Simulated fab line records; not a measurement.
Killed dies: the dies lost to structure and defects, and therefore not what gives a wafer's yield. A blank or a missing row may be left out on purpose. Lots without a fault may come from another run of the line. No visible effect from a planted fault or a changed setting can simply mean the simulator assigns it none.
Matching of chambers	flow n5Finfet	N5_BEOL_M11_STRIP_19 on rieDiel-05 has 4 sister chambers
The step strips in O2. 18 wafers are shown with their chamber, then 9 later ones without.

== EACH WAFER AND ITS CHAMBER ==
wafer	chamber	showerheadPlenumPTorr (Torr)	oesProductAu (a.u.)	throttleValvePct (%)
L074.2	3	2.14	0.71	16.68
L074.3	1	2.03	0.78	16.77
L074.5	2	2.11	0.78	16.89
L075.2	2	2.11	0.78	16.89
L075.3	3	2.14	0.70	16.71
L075.4	1	2.03	0.77	16.80
L077.1	0	2.15	0.90	16.64
L077.2	1	2.02	0.77	16.79
L077.3	2	2.11	0.77	16.88
L081.1	2	2.11	0.77	16.90
L081.3	0	2.15	0.88	16.66
L081.6	1	2.02	0.75	16.80
L082.2	1	2.02	0.75	16.81
L082.3	0	2.15	0.89	16.65
L082.5	1	2.02	0.76	16.82
L084.2	2	2.10	0.76	16.92
L084.3	1	2.02	0.75	16.82
L084.6	2	2.10	0.76	16.92

SIGNATURES, as means of the wafers listed above
reading	chamber 0	chamber 1	chamber 2	chamber 3	scatter within a chamber
showerheadPlenumPTorr	2.1500	2.0229	2.1067	2.1400	0.00444
oesProductAu	0.8900	0.7614	0.7700	0.7050	0.0105
throttleValvePct	16.6500	16.8014	16.9000	16.6950	0.0168
Rule: a wafer lies at a distance from a chamber equal to the root of the sum of squares, over the readings, of (its reading less the chamber's mean, divided by the reading's scatter). If the next closest chamber is less than 2 further off than the closest, the wafer can't be placed; otherwise it belongs to the closest. How the scatter is found: for the shown wafers, subtract from each reading the mean of its chamber, square and add these, divide the total by (wafers less chambers), then take the root.

== WAFERS WITH NO CHAMBER GIVEN ==
wafer	showerheadPlenumPTorr (Torr)	oesProductAu (a.u.)	throttleValvePct (%)
L086.3	2.14	0.87	16.68
L086.5	2.14	0.86	16.69
L086.6	2.02	0.74	16.83
L089.1	2.02	0.74	16.84
L089.2	2.13	0.96	16.25
L089.6	2.02	0.74	16.86
L095.1	2.01	0.74	16.87
L095.3	2.14	0.85	16.70
L095.6	2.13	0.95	16.28

== CHAMBER TAKEN BY EACH ==
wafer	from the rows above	in truth
L086.3	0	0
L086.5	0	0
L086.6	1	1
L089.1	1	1
L089.2	0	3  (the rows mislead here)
L089.6	1	1
L095.1	1	1
L095.3	0	0
L095.6	0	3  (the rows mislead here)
Correctly placed: 7 of 9. Left unplaced by these rows: 0. Placed wrongly: 2.
